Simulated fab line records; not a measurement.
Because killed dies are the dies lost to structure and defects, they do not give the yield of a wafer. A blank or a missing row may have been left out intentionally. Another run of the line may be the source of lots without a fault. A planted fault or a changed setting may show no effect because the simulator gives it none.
fab line records :: flow n5Finfet :: part 2 of 2: steps 23 to 31 of 31
[record]
  lots = 5
  wafers = 15
  lastDay = 17
route steps=1938 shown BEOL_M5@1158
lots untouched by any fault: they come from a run of this same line in which no faults occurred
startH: start of the lot's first displayed wafer, in hours after the record's first day :: waitH: time in hours since the lot's previous step :: " same as the row above :: L1.1+2: a single row standing in for several wafers :: - no value present, or no start provided :: * or withheld: withheld :: < > ~ a bound
route shown NAME@n: names a module that has steps shown in the file, with the first one's number in the route :: usual: mean/standard deviation taken from wafers without a fault :: same: alike in all rows :: chamber/n: place in a boat :: sites: readings site by site :: _std_site: standard deviation of those values :: _edge_site: outer sites' mean less inner sites' :: radiusMm: how far each site lies from the wafer's centre :: mask NAME#n: copy n :: behind: tool/chamber where the wafer was last shaped :: hold: what put the lot on hold/how long, in hours/how the hold closed :: device: the transistor (n, p or np) that didn't switch :: end of line: at the end of the route, the tests of the same wafers :: a step without rows: its recipe alone :: killed: count of dies lost to structure and defects at first sort (not the wafer's yield) :: map: a wafer's dies, marking killed ones x, the rest . and places with no die _
set.NAME: the setting that was run; set.NAME@STEP: the one run at that earlier step :: model.NAME: the simulator's own value behind a step, which no gauge read
certain route steps with their lots: each step a table, each wafer a row
services: a tool's chamber out of use, with start hour (startH, from the record's first day; less than 0 if before it), hours out, and reason
[[steps]]
[step N5_BEOL_M5_ANNEAL_84]
[recipe]
  tempC = 400
  timeS = 1800
  ambient = vacuum
[usual]
  heaterPowerW = 843/93
[same]
  timeS = 1800
lot.wafer: L080.2
tool: pvdSputter-03
chamber: -
startH: 222.87
waitH: 0.0
heaterPowerW: 825

lot.wafer: L080.3
tool: pvdSputter-03
chamber: -
startH: 222.87
waitH: 0.0
heaterPowerW: 823

lot.wafer: L080.6
tool: pvdSputter-03
chamber: -
startH: 222.87
waitH: 0.0
heaterPowerW: 770

lot.wafer: L082.3
tool: pvdSputter-01
chamber: -
startH: 230.47
waitH: 0.0
heaterPowerW: 871

lot.wafer: L082.4
tool: pvdSputter-01
chamber: -
startH: 230.47
waitH: 0.0
heaterPowerW: 733

lot.wafer: L082.6
tool: pvdSputter-01
chamber: -
startH: 230.47
waitH: 0.0
heaterPowerW: 813

lot.wafer: L088.3
tool: pvdSputter-02
chamber: -
startH: 275.82
waitH: 0.0
heaterPowerW: 676

lot.wafer: L088.5
tool: pvdSputter-02
chamber: -
startH: 275.82
waitH: 0.0
heaterPowerW: 1017

lot.wafer: L088.6
tool: pvdSputter-02
chamber: -
startH: 275.82
waitH: 0.0
heaterPowerW: 977

lot.wafer: L093.2
tool: pvdSputter-02
chamber: -
startH: 304.18
waitH: 0.0
heaterPowerW: 866

lot.wafer: L093.4
tool: pvdSputter-02
chamber: -
startH: 304.18
waitH: 0.0
heaterPowerW: 688

lot.wafer: L093.6
tool: pvdSputter-02
chamber: -
startH: 304.18
waitH: 0.0
heaterPowerW: 1010

lot.wafer: L091.3
tool: pvdSputter-02
chamber: -
startH: 308.95
waitH: 0.0
heaterPowerW: 682

lot.wafer: L091.5
tool: pvdSputter-02
chamber: -
startH: 308.95
waitH: 0.0
heaterPowerW: 1034

lot.wafer: L091.6
tool: pvdSputter-02
chamber: -
startH: 308.95
waitH: 0.0
heaterPowerW: 667
[step N5_BEOL_M5_SPUTTER_88]
[recipe]
  material = Cu
  targetThkA = 150
  tempC = -20
  chamberPressurePa = 0.07
  powerW = withheld
  timeS = 27.62
[usual]
  substrateTempC = -20.00/0.1
  throttleValvePct = 29.9/1.2
[same]
  timeS = 27.62
lot.wafer: L080.2
tool: pvdSputter-03
chamber: -
startH: 223.88
waitH: 0.5
substrateTempC: -20.00
throttleValvePct: 30.0

lot.wafer: L080.3
tool: pvdSputter-03
chamber: -
startH: 223.88
waitH: 0.5
substrateTempC: -20.01
throttleValvePct: 30.4

lot.wafer: L080.6
tool: pvdSputter-03
chamber: -
startH: 223.88
waitH: 0.5
substrateTempC: -20.06
throttleValvePct: 31.1

lot.wafer: L082.3
tool: pvdSputter-01
chamber: -
startH: 231.48
waitH: 0.5
substrateTempC: -19.82
throttleValvePct: 30.2

lot.wafer: L082.4
tool: pvdSputter-01
chamber: -
startH: 231.48
waitH: 0.5
substrateTempC: -20.01
throttleValvePct: 29.0

lot.wafer: L082.6
tool: pvdSputter-01
chamber: -
startH: 231.48
waitH: 0.5
substrateTempC: -19.86
throttleValvePct: 30.0

lot.wafer: L088.3
tool: pvdSputter-02
chamber: -
startH: 276.83
waitH: 0.5
substrateTempC: -20.02
throttleValvePct: 30.8

lot.wafer: L088.5
tool: pvdSputter-02
chamber: -
startH: 276.83
waitH: 0.5
substrateTempC: -19.86
throttleValvePct: 27.3

lot.wafer: L088.6
tool: pvdSputter-02
chamber: -
startH: 276.83
waitH: 0.5
substrateTempC: -19.91
throttleValvePct: 31.1

lot.wafer: L093.2
tool: pvdSputter-02
chamber: -
startH: 305.19
waitH: 0.5
substrateTempC: -20.03
throttleValvePct: 29.3

lot.wafer: L093.4
tool: pvdSputter-02
chamber: -
startH: 305.19
waitH: 0.5
substrateTempC: -20.00
throttleValvePct: 30.9

lot.wafer: L093.6
tool: pvdSputter-02
chamber: -
startH: 305.19
waitH: 0.5
substrateTempC: -20.16
throttleValvePct: 27.1

lot.wafer: L091.3
tool: pvdSputter-02
chamber: -
startH: 309.95
waitH: 0.5
substrateTempC: -20.09
throttleValvePct: 30.6

lot.wafer: L091.5
tool: pvdSputter-02
chamber: -
startH: 309.95
waitH: 0.5
substrateTempC: -20.21
throttleValvePct: 27.5

lot.wafer: L091.6
tool: pvdSputter-02
chamber: -
startH: 309.95
waitH: 0.5
substrateTempC: -20.13
throttleValvePct: 30.8
[step N5_BEOL_M5_ANNEAL_89]
[recipe]
  tempC = 400
  timeS = 1800
  ambient = vacuum
[usual]
  heaterPowerW = 841/93
[same]
  timeS = 1800
lot.wafer: L080.2
tool: pvdSputter-03
chamber: -
startH: 223.96
waitH: 0.0
heaterPowerW: 842

lot.wafer: L080.3
tool: pvdSputter-03
chamber: -
startH: 223.96
waitH: 0.0
heaterPowerW: 836

lot.wafer: L080.6
tool: pvdSputter-03
chamber: -
startH: 223.96
waitH: 0.0
heaterPowerW: 756

lot.wafer: L082.3
tool: pvdSputter-01
chamber: -
startH: 231.56
waitH: 0.0
heaterPowerW: 901

lot.wafer: L082.4
tool: pvdSputter-01
chamber: -
startH: 231.56
waitH: 0.0
heaterPowerW: 746

lot.wafer: L082.6
tool: pvdSputter-01
chamber: -
startH: 231.56
waitH: 0.0
heaterPowerW: 810

lot.wafer: L088.3
tool: pvdSputter-02
chamber: -
startH: 276.91
waitH: 0.0
heaterPowerW: 682

lot.wafer: L088.5
tool: pvdSputter-02
chamber: -
startH: 276.91
waitH: 0.0
heaterPowerW: 1014

lot.wafer: L088.6
tool: pvdSputter-02
chamber: -
startH: 276.91
waitH: 0.0
heaterPowerW: 950

lot.wafer: L093.2
tool: pvdSputter-02
chamber: -
startH: 305.27
waitH: 0.0
heaterPowerW: 815

lot.wafer: L093.4
tool: pvdSputter-02
chamber: -
startH: 305.27
waitH: 0.0
heaterPowerW: 682

lot.wafer: L093.6
tool: pvdSputter-02
chamber: -
startH: 305.27
waitH: 0.0
heaterPowerW: 998

lot.wafer: L091.3
tool: pvdSputter-02
chamber: -
startH: 310.03
waitH: 0.0
heaterPowerW: 672

lot.wafer: L091.5
tool: pvdSputter-02
chamber: -
startH: 310.03
waitH: 0.0
heaterPowerW: 1008

lot.wafer: L091.6
tool: pvdSputter-02
chamber: -
startH: 310.03
waitH: 0.0
heaterPowerW: 679
[step N5_BEOL_M5_SPUTTER_90]
[recipe]
  material = Cu
  targetThkA = 45
  tempC = -20
  chamberPressurePa = 0.07
  powerW = withheld
  timeS = 8.29
[usual]
  substrateTempC = -20.00/0.1
  throttleValvePct = 29.9/1.2
[same]
  timeS = 8.29
lot.wafer: L080.2
tool: pvdSputter-03
chamber: -
startH: 224.97
waitH: 0.5
substrateTempC: -20.00
throttleValvePct: 30.2

lot.wafer: L080.3
tool: pvdSputter-03
chamber: -
startH: 224.97
waitH: 0.5
substrateTempC: -19.93
throttleValvePct: 30.1

lot.wafer: L080.6
tool: pvdSputter-03
chamber: -
startH: 224.97
waitH: 0.5
substrateTempC: -19.98
throttleValvePct: 31.0

lot.wafer: L082.3
tool: pvdSputter-01
chamber: -
startH: 232.57
waitH: 0.5
substrateTempC: -19.92
throttleValvePct: 30.2

lot.wafer: L082.4
tool: pvdSputter-01
chamber: -
startH: 232.57
waitH: 0.5
substrateTempC: -20.07
throttleValvePct: 28.8

lot.wafer: L082.6
tool: pvdSputter-01
chamber: -
startH: 232.57
waitH: 0.5
substrateTempC: -20.01
throttleValvePct: 29.6

lot.wafer: L088.3
tool: pvdSputter-02
chamber: -
startH: 277.92
waitH: 0.5
substrateTempC: -19.79
throttleValvePct: 30.7

lot.wafer: L088.5
tool: pvdSputter-02
chamber: -
startH: 277.92
waitH: 0.5
substrateTempC: -19.99
throttleValvePct: 27.3

lot.wafer: L088.6
tool: pvdSputter-02
chamber: -
startH: 277.92
waitH: 0.5
substrateTempC: -20.06
throttleValvePct: 31.1

lot.wafer: L093.2
tool: pvdSputter-02
chamber: -
startH: 306.27
waitH: 0.5
substrateTempC: -20.09
throttleValvePct: 29.4

lot.wafer: L093.4
tool: pvdSputter-02
chamber: -
startH: 306.27
waitH: 0.5
substrateTempC: -20.07
throttleValvePct: 30.7

lot.wafer: L093.6
tool: pvdSputter-02
chamber: -
startH: 306.27
waitH: 0.5
substrateTempC: -19.87
throttleValvePct: 27.2

lot.wafer: L091.3
tool: pvdSputter-02
chamber: -
startH: 311.04
waitH: 0.5
substrateTempC: -20.02
throttleValvePct: 30.7

lot.wafer: L091.5
tool: pvdSputter-02
chamber: -
startH: 311.04
waitH: 0.5
substrateTempC: -19.66
throttleValvePct: 27.6

lot.wafer: L091.6
tool: pvdSputter-02
chamber: -
startH: 311.04
waitH: 0.5
substrateTempC: -20.10
throttleValvePct: 30.6
[step N5_BEOL_M5_ECD_50]
[recipe]
  material = Cu
  targetThkA = 3000
lot.wafer: L080.2+3+6
tool: ecdCu-01
chamber: 0,1,0
startH: 225.08
waitH: 0.1

lot.wafer: L082.3+4+6
tool: ecdCu-02
chamber: 0,1,1
startH: 232.71
waitH: 0.1

lot.wafer: L088.3+5+6
tool: ecdCu-01
chamber: 1,0,1
startH: 278.06
waitH: 0.1

lot.wafer: L093.2+4+6
tool: ecdCu-02
chamber: 0,0,1
startH: 306.39
waitH: 0.1

lot.wafer: L091.3+5+6
tool: ecdCu-01
chamber: 0,1,0
startH: 311.18
waitH: 0.1
[step N5_BEOL_M5_ANNEAL_51]
[recipe]
  tempC = 225
  timeS = 90
  ambient = N2
[usual]
  wafer_temp_C_max = 226.38/0.29
[same]
  timeS = 90
lot.wafer: L080.2
tool: rtpAnneal-02
chamber: 0
startH: 225.64
waitH: 0.5
wafer_temp_C_max: 226.36

lot.wafer: L080.3
tool: rtpAnneal-02
chamber: 0
startH: 225.64
waitH: 0.5
wafer_temp_C_max: 226.09

lot.wafer: L080.6
tool: rtpAnneal-02
chamber: 0
startH: 225.64
waitH: 0.5
wafer_temp_C_max: 226.17

lot.wafer: L082.3
tool: rtpAnneal-02
chamber: 0
startH: 232.86
waitH: 0.1
wafer_temp_C_max: 226.44

lot.wafer: L082.4
tool: rtpAnneal-02
chamber: 0
startH: 232.86
waitH: 0.1
wafer_temp_C_max: 226.70

lot.wafer: L082.6
tool: rtpAnneal-02
chamber: 0
startH: 232.86
waitH: 0.1
wafer_temp_C_max: 226.49

lot.wafer: L088.3
tool: rtpAnneal-01
chamber: 0
startH: 278.22
waitH: 0.1
wafer_temp_C_max: 226.55

lot.wafer: L088.5
tool: rtpAnneal-01
chamber: 0
startH: 278.22
waitH: 0.1
wafer_temp_C_max: 226.01

lot.wafer: L088.6
tool: rtpAnneal-01
chamber: 0
startH: 278.22
waitH: 0.1
wafer_temp_C_max: 226.59

lot.wafer: L093.2
tool: rtpAnneal-02
chamber: 0
startH: 306.52
waitH: 0.1
wafer_temp_C_max: 226.20

lot.wafer: L093.4
tool: rtpAnneal-02
chamber: 0
startH: 306.52
waitH: 0.1
wafer_temp_C_max: 226.30

lot.wafer: L093.6
tool: rtpAnneal-02
chamber: 0
startH: 306.52
waitH: 0.1
wafer_temp_C_max: 226.18

lot.wafer: L091.3
tool: rtpAnneal-01
chamber: 0
startH: 311.33
waitH: 0.1
wafer_temp_C_max: 226.30

lot.wafer: L091.5
tool: rtpAnneal-01
chamber: 0
startH: 311.33
waitH: 0.1
wafer_temp_C_max: 226.46

lot.wafer: L091.6
tool: rtpAnneal-01
chamber: 0
startH: 311.33
waitH: 0.1
wafer_temp_C_max: 226.85
[step N5_BEOL_M5_CMP_52]
[recipe]
  stopOn = SiCOH_lowk
  tOverpolishS = 6.9
  downForcePsi = 1
  platenRpm = 50
  clearingPlatenDownForcePsi = 1.5
  clearingPlatenRpm = 50
  postCmpClean = cuAlkaline
  targetThkNm = 62
  clearingPlatenPadVelocityMS = 0.99484
  padVelocityMS = 0.99484
[usual]
  barrierFieldEndpointS = 24.8/0.69
  clearingPlatenRpm = 50.002/0.028
  motorCurrentA = 6.0/0.49
  overpolishRunS = 6.900/0.0082
  timeToEndpointS = 62/3.3
[same]
  tOverpolishS = 6.9
lot.wafer: L080.2
tool: cmp-03
chamber: 3
startH: 226.19
waitH: 0.5
barrierFieldEndpointS: 25.4
clearingPlatenRpm: 49.991
motorCurrentA: 5.3
overpolishRunS: 6.909
timeToEndpointS: 65

lot.wafer: L080.3
tool: cmp-03
chamber: 0
startH: 226.19
waitH: 0.5
barrierFieldEndpointS: 25.5
clearingPlatenRpm: 49.972
motorCurrentA: 5.6
overpolishRunS: 6.888
timeToEndpointS: 68

lot.wafer: L080.6
tool: cmp-03
chamber: 2
startH: 226.19
waitH: 0.5
barrierFieldEndpointS: 25.1
clearingPlatenRpm: 50.030
motorCurrentA: 6.1
overpolishRunS: 6.901
timeToEndpointS: 63

lot.wafer: L082.3
tool: cmp-04
chamber: 0
startH: 233.11
waitH: 0.2
barrierFieldEndpointS: 24.4
clearingPlatenRpm: 50.006
motorCurrentA: 6.5
overpolishRunS: 6.893
timeToEndpointS: 65

lot.wafer: L082.4
tool: cmp-04
chamber: 1
startH: 233.11
waitH: 0.2
barrierFieldEndpointS: 23.3
clearingPlatenRpm: 49.993
motorCurrentA: 6.2
overpolishRunS: 6.895
timeToEndpointS: 55

lot.wafer: L082.6
tool: cmp-04
chamber: 0
startH: 233.11
waitH: 0.2
barrierFieldEndpointS: 24.3
clearingPlatenRpm: 49.991
motorCurrentA: 7.0
overpolishRunS: 6.910
timeToEndpointS: 62

lot.wafer: L088.3
tool: cmp-02
chamber: 1
startH: 278.67
waitH: 0.4
barrierFieldEndpointS: 24.4
clearingPlatenRpm: 50.009
motorCurrentA: 5.5
overpolishRunS: 6.905
timeToEndpointS: 62

lot.wafer: L088.6
tool: cmp-02
chamber: 0
startH: 278.67
waitH: 0.4
barrierFieldEndpointS: 24.7
clearingPlatenRpm: 49.964
motorCurrentA: 6.4
overpolishRunS: 6.899
timeToEndpointS: 62

lot.wafer: L088.5
tool: cmp-02
chamber: 1
startH: 278.67
waitH: 0.4
barrierFieldEndpointS: 24.4
clearingPlatenRpm: 50.026
motorCurrentA: 5.4
overpolishRunS: 6.901
timeToEndpointS: 58

lot.wafer: L093.4
tool: cmp-02
chamber: 3
startH: 306.78
waitH: 0.1
barrierFieldEndpointS: 24.4
clearingPlatenRpm: 50.055
motorCurrentA: 5.6
overpolishRunS: 6.886
timeToEndpointS: 61

lot.wafer: L093.2
tool: cmp-02
chamber: 0
startH: 306.78
waitH: 0.1
barrierFieldEndpointS: 24.4
clearingPlatenRpm: 50.005
motorCurrentA: 6.2
overpolishRunS: 6.901
timeToEndpointS: 63

lot.wafer: L093.6
tool: cmp-02
chamber: 3
startH: 306.78
waitH: 0.1
barrierFieldEndpointS: 24.4
clearingPlatenRpm: 50.004
motorCurrentA: 5.7
overpolishRunS: 6.893
timeToEndpointS: 59

lot.wafer: L091.3
tool: cmp-02
chamber: 1
startH: 311.54
waitH: 0.2
barrierFieldEndpointS: 24.3
clearingPlatenRpm: 49.982
motorCurrentA: 5.4
overpolishRunS: 6.903
timeToEndpointS: 56

lot.wafer: L091.5
tool: cmp-02
chamber: 1
startH: 311.54
waitH: 0.2
barrierFieldEndpointS: 24.4
clearingPlatenRpm: 49.990
motorCurrentA: 5.5
overpolishRunS: 6.902
timeToEndpointS: 56

lot.wafer: L091.6
tool: cmp-02
chamber: 2
startH: 311.54
waitH: 0.2
barrierFieldEndpointS: 25.3
clearingPlatenRpm: 49.989
motorCurrentA: 6.1
overpolishRunS: 6.889
timeToEndpointS: 62
[step N5_BEOL_M5_THK_MEAS_53]
[recipe]
  thkMeasGauge = xrf
  reads = Cu_of_BEOL_M5_ECD_50
[usual]
  M5_THK = 60.5/1.6
lot.wafer: L080.2
tool: filmMetro-02
chamber: -
startH: 226.41
waitH: -
M5_THK[nm]: 62.7

lot.wafer: L080.3
tool: filmMetro-02
chamber: -
startH: 226.41
waitH: -
M5_THK[nm]: 63.4

lot.wafer: L080.6
tool: filmMetro-02
chamber: -
startH: 226.41
waitH: -
M5_THK[nm]: 62.5

lot.wafer: L082.3
tool: filmMetro-02
chamber: -
startH: 233.36
waitH: -
M5_THK[nm]: 60.7

lot.wafer: L082.4
tool: filmMetro-02
chamber: -
startH: 233.36
waitH: -
M5_THK[nm]: 58.0

lot.wafer: L082.6
tool: filmMetro-02
chamber: -
startH: 233.36
waitH: -
M5_THK[nm]: 60.2

lot.wafer: L088.3
tool: filmMetro-01
chamber: -
startH: 278.93
waitH: -
M5_THK[nm]: 58.2

lot.wafer: L088.5
tool: filmMetro-01
chamber: -
startH: 278.93
waitH: -
M5_THK[nm]: 58.7

lot.wafer: L088.6
tool: filmMetro-01
chamber: -
startH: 278.93
waitH: -
M5_THK[nm]: 57.3

lot.wafer: L093.2
tool: filmMetro-02
chamber: -
startH: 307.07
waitH: -
M5_THK[nm]: 63.7

lot.wafer: L093.4
tool: filmMetro-02
chamber: -
startH: 307.07
waitH: -
M5_THK[nm]: 62.3

lot.wafer: L093.6
tool: filmMetro-02
chamber: -
startH: 307.07
waitH: -
M5_THK[nm]: 64.0

lot.wafer: L091.3
tool: filmMetro-01
chamber: -
startH: 311.84
waitH: -
M5_THK[nm]: 58.6

lot.wafer: L091.5
tool: filmMetro-01
chamber: -
startH: 311.84
waitH: -
M5_THK[nm]: 60.6

lot.wafer: L091.6
tool: filmMetro-01
chamber: -
startH: 311.84
waitH: -
M5_THK[nm]: 61.0
[step N5_BEOL_M5_PRE_CLEAN_77]
[recipe]
  gas = NH3/H2
  timeS = 15
  tempC = *
  rfPowerW = 300
[usual]
  heaterPowerW = 92/12
[same]
  timeS = 15
lot.wafer: L080.2
tool: cvdCo-01
chamber: 0
startH: 226.45
waitH: 0.0
heaterPowerW: 80

lot.wafer: L080.3
tool: cvdCo-01
chamber: 0
startH: 226.45
waitH: 0.0
heaterPowerW: 82

lot.wafer: L080.6
tool: cvdCo-01
chamber: 1
startH: 226.45
waitH: 0.0
heaterPowerW: 88

lot.wafer: L082.3
tool: cvdCo-01
chamber: 1
startH: 233.42
waitH: 0.1
heaterPowerW: 91

lot.wafer: L082.4
tool: cvdCo-01
chamber: 0
startH: 233.42
waitH: 0.1
heaterPowerW: 81

lot.wafer: L082.6
tool: cvdCo-01
chamber: 1
startH: 233.42
waitH: 0.1
heaterPowerW: 92

lot.wafer: L088.3
tool: cvdCo-02
chamber: 0
startH: 278.96
waitH: 0.0
heaterPowerW: 97

lot.wafer: L088.5
tool: cvdCo-02
chamber: 2
startH: 278.96
waitH: 0.0
heaterPowerW: 122

lot.wafer: L088.6
tool: cvdCo-02
chamber: 0
startH: 278.96
waitH: 0.0
heaterPowerW: 99

lot.wafer: L093.2
tool: cvdCo-01
chamber: 0
startH: 307.16
waitH: 0.1
heaterPowerW: 82

lot.wafer: L093.4
tool: cvdCo-01
chamber: 1
startH: 307.16
waitH: 0.1
heaterPowerW: 91

lot.wafer: L093.6
tool: cvdCo-01
chamber: 0
startH: 307.16
waitH: 0.1
heaterPowerW: 82

lot.wafer: L091.3
tool: cvdCo-02
chamber: 0
startH: 311.94
waitH: 0.1
heaterPowerW: 97

lot.wafer: L091.5
tool: cvdCo-02
chamber: 1
startH: 311.94
waitH: 0.1
heaterPowerW: 88

lot.wafer: L091.6
tool: cvdCo-02
chamber: 0
startH: 311.94
waitH: 0.1
heaterPowerW: 96
[[services]]
tool: cmp-03
chamber: -
startH: 196.86
hours: 11.9
kind: pm

tool: cmp-03
chamber: -
startH: 208.79
hours: 7.8
kind: pm

tool: cvdCo-02
chamber: -
startH: 212.38
hours: 6.0
kind: pm

tool: cmp-02
chamber: -
startH: 212.42
hours: 2.3
kind: repair

tool: aldMetal-03
chamber: 3
startH: 217.44
hours: 6.0
kind: repair

tool: cmp-02
chamber: -
startH: 224.34
hours: 2.1
kind: repair

tool: rieDiel-06
chamber: 1
startH: 239.83
hours: 1.3
kind: repair

tool: cvdCo-01
chamber: 0
startH: 242.33
hours: 9.0
kind: repair

tool: rieDiel-05
chamber: 0
startH: 244.70
hours: 16.5
kind: repair

tool: uvCure-03
chamber: -
startH: 245.54
hours: 2.1
kind: pm

tool: aldMetal-03
chamber: 3
startH: 252.84
hours: 10.5
kind: repair

tool: pvdSputter-01
chamber: -
startH: 254.97
hours: 2.7
kind: repair

tool: cmp-02
chamber: -
startH: 257.53
hours: 0.8
kind: repair

tool: cvdCo-02
chamber: -
startH: 266.63
hours: 6.9
kind: pm

tool: ecdCu-02
chamber: -
startH: 268.48
hours: 2.6
kind: repair

tool: cmp-03
chamber: -
startH: 273.12
hours: 2.0
kind: repair

tool: ecdCu-02
chamber: -
startH: 279.86
hours: 2.8
kind: repair

tool: aldMetal-03
chamber: -
startH: 285.15
hours: 2.8
kind: pm

tool: cmp-04
chamber: -
startH: 285.45
hours: 0.6
kind: repair

tool: rieDiel-05
chamber: 3
startH: 289.73
hours: 3.8
kind: repair

tool: cmp-03
chamber: -
startH: 301.54
hours: 3.1
kind: repair

tool: uvCure-01
chamber: -
startH: 303.50
hours: 7.5
kind: pm

tool: cmp-04
chamber: -
startH: 310.21
hours: 2.9
kind: repair

tool: cmp-03
chamber: -
startH: 311.26
hours: 4.0
kind: pm
